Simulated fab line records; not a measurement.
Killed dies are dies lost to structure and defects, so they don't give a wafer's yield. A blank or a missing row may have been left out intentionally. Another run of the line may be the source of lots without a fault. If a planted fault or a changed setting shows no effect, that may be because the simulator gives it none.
A struck lot beside a sound one :: flow n5Finfet :: 32 steps out of a route of 1938
Sound: the wafers L472.2, L472.5. Struck: wafer L487.3 (L487.2, L487.4, from the same lot, were not struck and are left out); the cause is given at the end.
Per side, at each step with rows, come the tool, then ch with its chambers, and then its first start. Under that, the readings that differ: sound wafers :: struck wafers :: difference of the means :: sigmas: that difference in standard deviations of wafers without a fault.
alike: same words and numbers on both sides, and readings whose means sit less than 2 such deviations apart. not compared: any withheld reading, any reading some wafer has no value for, any bound like >300 that may hide the same value, and any number with overlapping values for which the record gives no deviation.
A row with sigmas, a row that says differs or no value, or rows on one side alone: a step with any of these is where the two part. Numbers that have no deviation but don't overlap get no sigmas and don't part them. Lack of a reading on every wafer of one side parts them only where that side has two or more wafers.

first, 2 steps without rows for these wafers: N5_HKMG_FIN_ETCH_55 (etches SOC in N2/H2, target depth 240 nm, time 300 s); N5_HKMG_FIN_STRIP_56 (strips in N2/H2).
N5_HKMG_FIN_STRIP_57: strips in CF4.
  sound on rieDiel-03 ch 0,1, day 4 03:16; struck on rieDiel-01 ch 0, day 7 18:37
reading: drypumpMotorCurrentA (A)
sound: 6.1 6.2
struck: 5.2
difference: -1.0
sigmas: -2
  alike: cf4FlowSccm, chamberPressureMTorr, oesProductAu, rfVppV, showerheadPlenumPTorr, throttleValvePct
  not compared: rfHoursCounterH
then, 3 steps without rows for these wafers: N5_HKMG_FIN_ETCH_58 (etches SOC in N2/H2, target depth 215.8 nm, time 741 s); N5_HKMG_FIN_STRIP_93 (strips SOC in N2/H2, time 20 s); N5_HKMG_FIN_WET_ETCH_76 (etches Al2O3 in dNH4OH, stops on La2O3, target depth 2.25 nm, rinse time 30 s).
N5_HKMG_FIN_STRIP_60: strips in N2/H2, time 360 s.
  sound on plasmaAsher-01 ch 1, day 4 03:52; struck on plasmaAsher-02 ch 1, day 7 19:18
reading: heaterPowerW (W)
sound: 421 427
struck: 517
difference: +93
sigmas: +2
  alike: drypumpMotorCurrentA, tempC
  not compared: rfHoursCounterH
then, 2 steps without rows for these wafers: N5_HKMG_FIN_WET_ETCH_77 (etches La2O3 in dHCl, stops on HfO2, target depth 2 nm); N5_HKMG_FIN_WET_ETCH_78 (etches Al2O3 in dNH4OH, stops on La2O3, target depth 4.5 nm, rinse time 30 s).
N5_HKMG_FIN_ALD_79: deposits TiN, target thk 1.5 nm, pulse time 1 s, purge time 3 s.
  sound on aldMetal-04 ch 3, day 4 04:22; struck on aldMetal-04 ch 3, day 7 19:48
reading: precursorPulseHeightRel
sound: 0.979 1.006
struck: 1.037
difference: +0.044
sigmas: +2
  alike: heaterPowerW
then, 2 steps without rows for these wafers: N5_HKMG_FIN_CVD_62 (deposits a-Si from Si2H6, target thk 3 nm, time 20.8 s); N5_HKMG_FIN_RTA_80 (time 2 s).
N5_HKMG_FIN_PRECLEAN_64: cleans in dHF, time 30 s.
  sound on wetBench-06 ch 4,5, day 4 05:08; struck on wetBench-04 ch 0, day 7 20:37
  alike: tempC
then, 4 steps without rows for these wafers: N5_HKMG_FIN_WET_ETCH_65 (etches a-Si in TMAH, stops on TiN, time 49 s, target depth 3 nm); N5_HKMG_FIN_WET_ETCH_81 (etches TiN in SC1, stops on HfO2, time 57 s, target depth 6 nm); N5_HKMG_FIN_WET_ETCH_82 (etches La2O3 in dHCl, stops on HfO2, target depth 2 nm, rinse time 30 s); N5_HKMG_FIN_ALD_36 (deposits TiN, target thk 1 nm, pulse time 1 s, purge time 3 s).
N5_HKMG_FIN_THK_MEAS_70: measures by xrf.
  sound: filmMetro-01 at day 4 05:31; struck: filmMetro-02 at day 7 21:01
  alike: HK_THK
N5_HKMG_FIN_PWFM_ALD_03: deposits TiN, target thk 2 nm, pulse time 1 s, purge time 3 s.
  sound on aldMetal-03 ch 1, day 4 05:34; struck on aldMetal-04 ch 3, day 7 21:03
  alike: heaterPowerW, precursorPulseHeightRel
then, 8 steps without rows for these wafers: N5_HKMG_FIN_COAT_29 (time 60 s, resist thk 300 nm); N5_HKMG_FIN_COAT_30 (time 60 s, resist thk 35 nm); N5_HKMG_FIN_COAT_06 (resist thk 90 nm); N5_HKMG_FIN_EBR_08; N5_HKMG_FIN_SOFTBAKE_07 (time 60 s); N5_HKMG_FIN_EXPOSE_09 (exposes mask NWFM); N5_HKMG_FIN_PEB_10 (peb time 60 s); N5_HKMG_FIN_DEVELOP_11 (develop time 30 s).
N5_HKMG_FIN_CD_MEAS_12 targets a cd of 92.8 nm.
  sound on cdSem-01 ch 0, day 4 06:16; struck on cdSem-01 ch 0, day 7 21:46
  alike: cdNm
N5_HKMG_FIN_OVL_MEAS_13:
  sound on overlay-02 ch 0, day 4 06:18; struck on overlay-01 ch 0, day 7 21:48
reading: NWFM_OVL (nm)
sound: -1.1 -1.2
struck: 1.9
difference: +3.0
sigmas: +4
N5_HKMG_FIN_INSPECT_14: inspects for defects (macro).
  sound: defectInspect-02 at day 4 06:20; struck: defectInspect-02 at day 7 21:49
reading: rawDefectCount
sound: 3 2
struck: >300
difference: differs
sigmas: 
N5_HKMG_FIN_DESCUM_17: chemistry O2, time 7.9 s.
  sound on rieDiel-03 ch 1,2, day 4 06:22; struck on rieDiel-01 ch 3, day 7 21:51
reading: oesProductAu (a.u.)
sound: 0.69 0.72
struck: 0.94
difference: +0.23
sigmas: +2

reading: rfVppV (V)
sound: 243.6 241.9
struck: 245.8
difference: +3.1
sigmas: +2
  alike: chamberPressureMTorr, drypumpMotorCurrentA, showerheadPlenumPTorr, tempC, throttleValvePct
  not compared: rfHoursCounterH
-- a jump in the record: the struck wafers' starts before and after are 8 days apart (it breaks off in module HKMG_FIN and resumes in module PASSIVATION, where the first step shown is number 1936 of the route) --
N5_PASSIVATION_PROBE_49:
  record: rows for the struck wafers here (prober-01, day 16 02:25), none for the sound ones

## WHERE THEY PART
Earliest at N5_HKMG_FIN_STRIP_57; latest, in this record, at N5_PASSIVATION_PROBE_49.

WHY: what the simulator had put in
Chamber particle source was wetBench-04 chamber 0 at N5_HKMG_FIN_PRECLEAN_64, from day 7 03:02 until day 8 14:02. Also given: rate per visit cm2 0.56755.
